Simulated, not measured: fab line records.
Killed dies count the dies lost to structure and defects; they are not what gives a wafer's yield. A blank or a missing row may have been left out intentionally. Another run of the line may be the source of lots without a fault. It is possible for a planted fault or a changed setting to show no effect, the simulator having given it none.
fab line records	flow nand_harc
[record] lots = 12	wafers = 36	last_day = 33
route steps=1302 shown A_CONTACT@1027 END@1302
lots that met no fault: from a run of the same line without faults
start_h: hours from the record's first day to the start of the lot's first wafer shown	wait_h: hours from the lot's prior step to this one	" same as the row above	L1.1+2: a row that stands for several wafers	- value missing, or start not given	* or withheld: withheld	< > ~ a bound
route shown NAME@n: names a module that has steps shown in the file, with the first one's number in the route	usual: average and standard deviation across the fault-free wafers	same: alike in all rows	chamber/n: place in a boat	sites: readings site by site	_std_site: the values' standard deviation	_edge_site: mean of outer sites minus mean of inner sites	radius_mm: how far each site lies from the wafer's centre	mask NAME#n: copy n	behind: the most recent tool/chamber to have shaped the wafer	hold: what put the lot on hold/how long, in hours/how the hold closed	device: whichever transistor did not switch (one of n, p or np)	end of line: tests of these same wafers at the route's end	a step with no rows: only its recipe	killed: dies that structure and defects cost at the first sort, which is not the same as the wafer's yield	map: the dies of a wafer, with x for killed, . for not killed, _ for no die there
set.NAME: the run value of the setting; set.NAME@STEP: its run value at that earlier step	model.NAME: the simulator's own value behind a step, which no gauge read
a sample of lots followed through the steps of the route, with each step as a table and each wafer as a row
services: the hour from which a tool's chamber was out of use, counted from the record's first day as start_h (under 0 if before that day), plus the number of hours and why
[[steps]]
[step NHARC_A_CONTACT_DEP_57]
[recipe] target_thk_a = 53000	temp_c = 400	material = aC
[usual] susceptor_temp_C = 400.00/0.22	throttle_valve_pct = 35.000/0.0088
lot.wafer	tool	chamber	start_h	wait_h	susceptor_temp_C	throttle_valve_pct
L270.3	acl_dep-03	0	552.34	-	399.88	34.982
L270.5	"	0	553.43	-	399.93	35.016
L270.6	"	0	"	"	400.23	35.012
L274.1	acl_dep-03	0	589.60	-	-	34.975
L274.4	"	0	591.19	-	-	34.993
L274.6	"	0	592.26	-	-	34.997
L275.2	acl_dep-03	0	596.19	-	400.08	35.005
L275.3	"	0	"	"	400.17	34.997
L275.6	"	0	598.34	-	400.27	35.011
L278.2	acl_dep-02	0	609.52	-	-	35.010
L278.4	"	0	610.58	-	-	35.005
L278.5	"	0	"	"	-	34.990
L281.1	acl_dep-02	0	652.63	-	-	35.003
L281.3	"	0	653.69	-	-	35.005
L281.6	"	0	655.27	-	-	34.998
L280.3	acl_dep-01	0	654.21	-	400.15	34.998
L280.4	"	0	"	"	399.66	35.002
L280.5	"	0	"	"	399.68	35.001
L279.2	acl_dep-01	0	665.78	-	-	35.004
L279.3	"	0	"	"	-	35.011
L279.5	"	0	667.38	-	-	34.991
L285.1	acl_dep-02	0	685.50	-	399.98	35.002
L285.4	"	0	687.11	-	400.11	34.995
L285.5	"	0	"	"	399.93	35.004
L283.1	acl_dep-01	0	685.88	-	399.96	34.992
L283.2	"	0	"	"	399.91	35.008
L283.5	"	0	688.03	-	399.98	35.007
L284.3	acl_dep-01	0	710.58	-	399.96	35.000
L284.5	"	0	711.67	-	400.05	34.996
L284.6	"	0	"	"	400.18	35.001
L286.2	acl_dep-02	0	719.98	-	400.00	35.001
L286.5	"	0	721.61	-	399.98	34.988
L286.6	"	0	"	"	400.05	34.999
L288.1	acl_dep-01	0	726.07	-	399.94	35.002
L288.4	"	0	727.68	-	400.29	34.991
L288.5	"	0	"	"	399.90	35.014
[step NHARC_A_CONTACT_DESCUM_74]
[recipe] time_s = 3	o2_flow_sccm = 200	ar_flow_sccm = 0	bias_power_w = 0	chemistry = O2
[usual] drypump_motor_current_A = 5.6/0.57	oes_product_au = 1.007/0.0095	rf_vpp_V = 57.8/0.89	showerhead_plenum_p_Torr = 1.90/0.11	throttle_valve_pct = 11.311/0.0098
lot.wafer	tool	chamber	start_h	wait_h	drypump_motor_current_A	oes_product_au	rf_hours_counter_h	rf_vpp_V	showerhead_plenum_p_Torr	throttle_valve_pct
L270.3	rie_diel-01	0	555.45	0.1	6.0	1.001	27	56.9	1.81	11.311
L270.6	"	0	"	"	6.0	0.999	-	57.4	1.81	11.326
L270.5	"	1	"	"	4.9	0.994	-	58.6	2.07	11.318
L274.1	rie_diel-01	2	593.74	0.1	4.9	1.004	6	58.3	1.92	11.312
L274.4	"	0	"	"	6.0	1.009	6	57.0	1.81	11.290
L274.6	"	3	"	"	6.3	1.000	-	57.2	1.82	11.315
L275.2	rie_diel-01	0	599.84	0.1	6.0	1.011	8	56.7	1.81	11.327
L275.3	"	1	"	"	4.9	1.016	8	58.6	2.06	11.310
L275.6	"	2	"	"	4.9	1.018	-	58.6	1.92	11.309
L278.4	rie_diel-05	3	613.11	0.1	5.8	1.004	5	58.0	1.78	11.297
L278.2	"	2	"	"	6.2	1.000	5	58.0	1.93	11.320
L278.5	"	0	"	"	6.7	0.998	-	57.5	1.78	11.312
L281.1	rie_diel-01	3	656.60	0.1	6.3	1.008	16	57.0	1.82	11.307
L281.3	"	0	"	"	6.0	1.023	15	56.9	1.80	11.312
L281.6	"	3	"	"	6.3	1.012	-	56.8	1.82	11.318
L280.4	rie_diel-11	3	657.30	0.1	5.4	1.009	15	59.4	2.03	11.316
L280.3	"	0	"	"	6.2	0.999	14	57.9	1.86	11.304
L280.5	"	2	"	"	5.5	1.005	-	58.4	2.07	11.299
L279.2	rie_diel-01	1	669.38	0.1	4.9	1.022	18	58.5	2.06	11.303
L279.3	"	2	"	"	4.9	1.006	17	57.7	1.92	11.310
L279.5	"	1	"	"	5.0	1.018	-	58.9	2.06	11.314
L285.1	rie_diel-01	0	689.52	0.1	6.0	1.017	22	57.9	1.80	11.306
L285.4	"	1	"	"	4.9	1.018	21	58.5	2.06	11.307
L285.5	"	1	"	"	4.9	1.025	-	60.0	2.06	11.313
L283.1	rie_diel-11	1	690.05	0.1	5.8	0.996	23	57.5	1.82	11.319
L283.2	"	2	"	"	5.5	1.011	20	58.4	2.07	11.302
L283.5	"	2	"	"	5.5	1.007	-	60.4	2.07	11.322
L284.3	rie_diel-05	1	713.69	0.1	5.3	1.000	34	59.2	1.80	11.334
L284.6	"	1	"	"	5.3	0.999	-	57.5	1.80	11.309
L284.5	"	2	"	"	6.2	1.004	-	57.8	1.92	11.308
L286.2	rie_diel-01	1	723.65	0.1	5.0	1.014	27	58.1	2.06	11.299
L286.6	"	0	"	"	6.1	1.004	-	57.7	1.80	11.307
L286.5	"	1	"	"	5.0	1.001	-	57.6	2.06	11.308
L288.1	rie_diel-01	1	730.09	0.1	5.0	1.019	30	57.5	2.06	11.309
L288.4	"	1	"	"	5.0	1.015	-	59.1	2.06	11.314
L288.5	"	0	"	"	6.0	1.008	-	57.2	1.80	11.288
[step NHARC_A_CONTACT_ETCH_77]
[recipe] target_depth_a = 1089	time_s = 54.5	cf4_flow_sccm = 100	chf3_flow_sccm = 30	ar_flow_sccm = 0	rf_w = 500	bias_w = 200	chemistry = CF4/CHF3
[usual] bias_w = 200.1/0.58	cf4_flow_sccm = 100.00/0.29	chf3_flow_sccm = 30.00/0.085	drypump_motor_current_A = 5.6/0.59	oes_product_au = 0.944/0.019	rf_vpp_V = 370.1/2.9	showerhead_plenum_p_Torr = 1.56/0.085	throttle_valve_pct = 16.802/0.0092
lot.wafer	tool	chamber	start_h	wait_h	bias_w	cf4_flow_sccm	chf3_flow_sccm	drypump_motor_current_A	oes_product_au	rf_hours_counter_h	rf_vpp_V	showerhead_plenum_p_Torr	throttle_valve_pct
L270.3	rie_diel-01	3	556.08	-	199.7	100.34	29.99	6.3	0.974	28	368.7	1.50	16.790
L270.5	"	0	"	"	200.6	100.02	29.89	6.0	0.963	-	367.4	1.49	16.805
L270.6	"	1	"	"	198.6	100.11	30.00	5.0	0.959	-	373.4	1.69	16.803
L274.1	rie_diel-01	2	594.33	-	-	-	-	-	-	-	-	-	-
L274.4	"	3	"	"	-	-	-	-	-	-	-	-	-
L274.6	"	3	"	"	-	-	-	-	-	-	-	-	-
L275.2	rie_diel-01	2	600.35	-	-	-	-	-	-	-	-	-	-
L275.3	"	3	"	"	-	-	-	-	-	-	-	-	-
L275.6	"	1	"	"	-	-	-	-	-	-	-	-	-
L278.2	rie_diel-05	0	613.72	-	-	-	-	-	-	-	-	-	-
L278.4	"	2	"	"	-	-	-	-	-	-	-	-	-
L278.5	"	3	"	"	-	-	-	-	-	-	-	-	-
L281.1	rie_diel-01	2	657.13	-	199.8	100.15	29.91	4.9	0.931	15	370.1	1.58	16.804
L281.3	"	0	"	"	199.9	99.80	29.70	6.0	0.925	16	366.8	1.49	16.809
L281.6	"	1	"	"	200.5	99.96	30.15	4.9	0.933	-	373.3	1.69	16.814
L280.3	rie_diel-11	3	657.83	-	199.8	100.27	29.91	5.4	0.981	16	374.5	1.67	16.799
L280.4	"	1	"	"	201.0	99.85	30.03	5.8	0.975	15	367.7	1.51	16.803
L280.5	"	3	"	"	200.2	100.41	29.96	5.4	0.970	-	371.9	1.67	16.800
L279.2	rie_diel-01	1	669.90	-	200.7	100.37	29.98	5.0	0.937	18	374.4	1.69	16.819
L279.3	"	3	"	"	200.7	100.27	30.04	6.2	0.941	20	366.4	1.50	16.789
L279.5	"	0	"	"	199.0	99.97	30.04	6.0	0.937	-	366.5	1.49	16.800
L285.4	rie_diel-01	1	690.05	-	201.1	100.36	30.03	5.0	0.957	22	374.5	1.69	16.804
L285.1	"	0	"	"	200.1	99.35	29.84	6.0	0.919	22	368.2	1.49	16.802
L285.5	"	1	"	"	200.9	100.41	29.95	4.9	0.937	-	373.8	1.69	16.798
L283.1	rie_diel-11	2	690.63	-	200.4	99.86	29.88	5.5	0.963	20	373.0	1.70	16.810
L283.2	"	3	"	"	199.9	100.50	30.16	5.4	0.980	24	372.6	1.66	16.801
L283.5	"	0	"	"	200.8	99.64	30.00	6.3	0.978	-	369.1	1.53	16.795
L284.3	rie_diel-05	2	714.29	-	200.2	99.90	29.89	6.2	0.923	38	370.2	1.58	16.791
L284.6	"	0	"	"	200.0	100.45	29.88	6.7	0.916	-	367.0	1.46	16.799
L284.5	"	1	"	"	200.1	100.05	30.07	5.3	0.922	-	366.2	1.49	16.819
L286.2	rie_diel-01	3	724.27	-	200.6	100.30	30.04	6.3	0.933	27	368.2	1.50	16.784
L286.5	"	0	"	"	201.5	99.76	29.98	6.0	0.937	-	368.3	1.48	16.810
L286.6	"	1	"	"	200.1	99.52	29.97	4.9	0.929	-	375.7	1.68	16.787
L288.1	rie_diel-01	3	730.79	-	200.0	99.99	29.93	6.3	0.931	30	368.1	1.50	16.807
L288.5	"	1	"	"	201.2	99.96	30.02	4.9	0.943	-	374.0	1.68	16.795
L288.4	"	0	"	"	198.5	99.91	29.97	6.0	0.937	-	367.0	1.48	16.784
[step NHARC_A_CONTACT_ETCH_130]
[recipe] source_w = withheld	pressure_mtorr = 20	bias_v = 3000	time_s = 197	target_depth_a = 19180	ar_flow_sccm = withheld	c4f8_flow_sccm = withheld	o2_flow_sccm = withheld	chemistry = C4F8/O2/Ar
[usual] chamber_pressure_mTorr = 20.002/0.021	oes_air_line_au = 1.000/0.02
lot.wafer	tool	chamber	start_h	wait_h	chamber_pressure_mTorr	oes_air_line_au	rf_hours_counter_h
L270.3	har_cap_etch-01	1	558.42	0.1	20.017	0.981	-
L270.6	"	1	"	"	19.992	0.956	-
L270.5	"	0	"	"	20.046	1.018	-
L274.1	har_cap_etch-03	1	596.84	0.2	20.012	1.016	60
L274.4	"	1	"	"	19.980	0.984	-
L274.6	"	0	"	"	20.021	1.018	-
L275.2	har_cap_etch-02	1	602.49	0.1	19.948	1.018	103
L275.3	"	0	"	"	20.003	0.994	-
L275.6	"	1	"	"	19.969	1.041	-
L278.2	har_cap_etch-01	1	616.19	0.2	19.993	0.993	18
L278.4	"	1	"	"	20.020	0.983	-
L278.5	"	0	"	"	20.000	0.963	-
L281.1	har_cap_etch-03	1	659.22	0.1	20.013	0.974	71
L281.3	"	1	"	"	19.983	1.005	-
L281.6	"	1	"	"	19.998	1.024	-
L280.3	har_cap_etch-01	1	660.37	0.2	19.972	0.995	-
L280.4	"	0	"	"	20.029	1.022	-
L280.5	"	0	"	"	19.995	1.004	-
L279.2	har_cap_etch-03	1	672.03	0.1	20.010	1.029	74
L279.3	"	1	"	"	20.029	0.964	-
L279.5	"	1	"	"	20.014	1.003	-
L285.1	har_cap_etch-01	1	692.14	0.1	19.987	0.979	29
L285.4	"	1	"	"	19.946	1.002	-
L285.5	"	0	"	"	20.000	1.005	-
L283.1	har_cap_etch-02	0	692.87	0.1	20.028	1.031	120
L283.2	"	1	"	"	20.021	1.011	120
L283.5	"	0	"	"	20.020	1.025	-
L284.3	har_cap_etch-02	0	716.46	0.1	20.008	0.977	-
L284.5	"	0	"	"	20.004	0.970	-
L284.6	"	1	"	"	20.012	1.014	-
L286.2	har_cap_etch-02	0	726.58	0.1	19.961	1.024	126
L286.6	"	1	"	"	20.030	1.019	-
L286.5	"	0	"	"	19.982	1.018	-
L288.1	har_cap_etch-02	1	733.10	0.1	19.995	0.991	128
L288.4	"	0	"	"	20.001	1.021	-
L288.5	"	1	"	"	19.966	0.985	-
[step NHARC_END_SORT_01]
[recipe] temp_c = 25
[usual] killed_at_array = 62/15	killed_at_other = 0.8/1	killed_at_periphery = 3.7/2.6	killed_dies = 66/15	killed_open = 3.1/1.8	killed_short = 2.6/1.7
[same] gross_dies = 677
lot.wafer	tool	chamber	start_h	wait_h	killed_at_array	killed_at_other	killed_at_periphery	killed_dies	killed_open	killed_short
L274.1	prober-01	0	655.26	2.5	677	0	0	677	1	5
L274.4	prober-01	0	657.64	3.4	674	0	3	677	7	2
L274.6	prober-01	0	659.23	4.0	675	0	2	677	3	2
L275.2	prober-02	0	660.38	2.8	674	0	3	677	3	2
L275.3	prober-02	0	661.18	3.1	670	1	6	677	2	2
L275.6	prober-02	0	663.59	4.0	670	0	7	677	2	5
L278.2	prober-02	0	675.39	2.8	665	0	12	677	5	1
L278.4	prober-02	0	676.98	3.4	672	0	5	677	2	1
L278.5	prober-02	0	677.77	3.7	672	0	5	677	2	2
// killed by level:class
L274.1 A_CONTACT:area_etch=621 A_CHANNEL_HOLE_D1:chamber_film_flake=26 A_CHANNEL_HOLE_D2:chamber_film_flake=13 A_CONTACT:chamber_film_flake=6 A_M0:chamber_film_flake=3 A_CHANNEL_FILL_D1:geometric_particle:short=2 A_STAIRCASE:geometric_particle:open=1 A_WL_FILL:geometric_particle:short=1
L274.4 A_CONTACT:area_etch=610 A_CHANNEL_HOLE_D1:chamber_film_flake=33 A_CHANNEL_HOLE_D2:chamber_film_flake=12 A_CONTACT:chamber_film_flake=8 A_M0:chamber_film_flake=3 A_CHANNEL_HOLE_D1:geometric_particle:open=2 A_CHANNEL_FILL_D2:geometric_particle:open=2 P_M0:geometric_particle:open=1
L274.6 A_CONTACT:area_etch=615 A_CHANNEL_HOLE_D1:chamber_film_flake=26 A_CHANNEL_HOLE_D2:chamber_film_flake=16 A_M0:chamber_film_flake=5 A_CONTACT:chamber_film_flake=4 A_CHANNEL_FILL_D2:chamber_film_flake=3 A_WL_FILL:chamber_film_flake=2 P_CONTACT:geometric_particle:open=1
L275.2 A_CONTACT:area_etch=607 A_SLIT:chamber_film_flake=39 A_CHANNEL_HOLE_D2:chamber_film_flake=16 A_CHANNEL_HOLE_D1:chamber_film_flake=5 A_CONTACT:chamber_film_flake=3 P_M2:geometric_particle:short=1 A_ONON_D2:geometric_particle:open=1 A_SGD_CUT:geometric_particle:short=1
L275.3 A_CONTACT:area_etch=621 A_SLIT:chamber_film_flake=28 A_CHANNEL_HOLE_D2:chamber_film_flake=9 A_CONTACT:chamber_film_flake=6 P_M2:chamber_film_flake=3 P_STI:chamber_film_flake=2 P_CONTACT:geometric_particle:open=1 A_ONON_D1:geometric_particle:open=1
L275.6 A_CONTACT:area_etch=619 A_SLIT:chamber_film_flake=24 A_CHANNEL_HOLE_D2:chamber_film_flake=11 A_CHANNEL_HOLE_D1:chamber_film_flake=6 P_M2:chamber_film_flake=3 A_CONTACT:chamber_film_flake=3 P_STI:chamber_film_flake=2 A_STAIRCASE:chamber_film_flake=2
L278.2 A_CONTACT:area_etch=587 A_SLIT:chamber_film_flake=32 A_CHANNEL_HOLE_D1:chamber_film_flake=29 A_CHANNEL_HOLE_D2:chamber_film_flake=11 P_M2:chamber_film_flake=4 P_M0:geometric_particle:open=3 A_DECK1_JOINT:chamber_film_flake=3 P_GATE:chamber_film_flake=2
L278.4 A_CONTACT:area_etch=584 A_CHANNEL_HOLE_D1:chamber_film_flake=33 A_SLIT:chamber_film_flake=27 A_CHANNEL_HOLE_D2:chamber_film_flake=21 A_CONTACT:chamber_film_flake=3 P_GATE:chamber_film_flake=2 P_GATE:geometric_particle:open=1 A_CHANNEL_FILL_D1:geometric_particle:short=1
L278.5 A_CONTACT:area_etch=576 A_CHANNEL_HOLE_D1:chamber_film_flake=35 A_SLIT:chamber_film_flake=34 A_CHANNEL_HOLE_D2:chamber_film_flake=23 P_M2:chamber_film_flake=2 P_CONTACT:geometric_particle:open=1 A_CHANNEL_HOLE_D1:geometric_particle:short=1 A_DECK1_JOINT:geometric_particle:short=1
[[services]]
tool	chamber	start_h	hours	kind
har_cap_etch-02	-	533.86	0.5	repair
rie_diel-01	0	536.89	-	clean
rie_diel-01	1	536.89	-	clean
rie_diel-01	2	536.89	-	clean
rie_diel-01	3	536.89	-	clean
acl_dep-01	-	553.42	13.0	pm
rie_diel-01	-	557.82	9.0	pm
rie_diel-01	0	557.82	9.0	vent_cycle
rie_diel-01	1	557.82	9.0	vent_cycle
rie_diel-01	2	557.82	11.7	vent_cycle
rie_diel-01	3	557.82	9.0	vent_cycle
har_cap_etch-02	-	564.73	1.6	repair
rie_diel-01	0	566.82	-	clean
rie_diel-01	1	566.82	-	clean
rie_diel-01	3	566.82	-	clean
rie_diel-11	2	580.32	2.7	repair
rie_diel-05	-	583.66	9.0	pm
rie_diel-01	0	591.32	-	clean
rie_diel-01	1	591.32	-	clean
rie_diel-11	-	610.70	9.0	pm
acl_dep-02	-	612.18	13.0	pm
rie_diel-05	0	624.22	17.4	repair
rie_diel-11	2	643.46	6.4	repair
acl_dep-03	-	663.42	13.0	pm
[[key]]
[first_sign] step = NHARC_A_CONTACT_ETCH_77	reading = tool_record	direction = missing
[effect] step = NHARC_END_SORT_01	reading = killed_at_array	direction = up	sigmas = 40	usual = 62	struck = 672
[more_kills_born_at] NHARC_A_CONTACT_ETCH_77@rie_diel-01 = 3693	NHARC_A_CONTACT_ETCH_77@rie_diel-05 = 1747
met_at NHARC_A_CONTACT_ETCH_77
struck_lots L274,L275,L278
later_rows_left_out L274.1,L274.4,L274.6,L275.2,L275.3,L275.6,L278.2,L278.4,L278.5
tester_left_out L274,L275,L278
not_acting_at NHARC_A_CONTACT_DEP_57,NHARC_A_CONTACT_DESCUM_74,NHARC_A_CONTACT_ETCH_130
onset_between 556.08 594.33
[fault] kind = skipped_step_whole	tool = rie_diel-01,rie_diel-05	chamber = -	onset_h = 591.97	steps = NHARC_A_CONTACT_ETCH_77	scope = struck_lots_only
// tester_left_out: of these lots the tester's yield and bins aren't shown, on N5 and GAA mostly nor the transistor test; their killed dies are dies lost to structure and defects alone, not to doping, threshold or leakage, so they don't give the yield
// later_rows_left_out: the simulator's readings of these wafers behind a module that went badly wrong aren't trusted and aren't shown, but for the sort
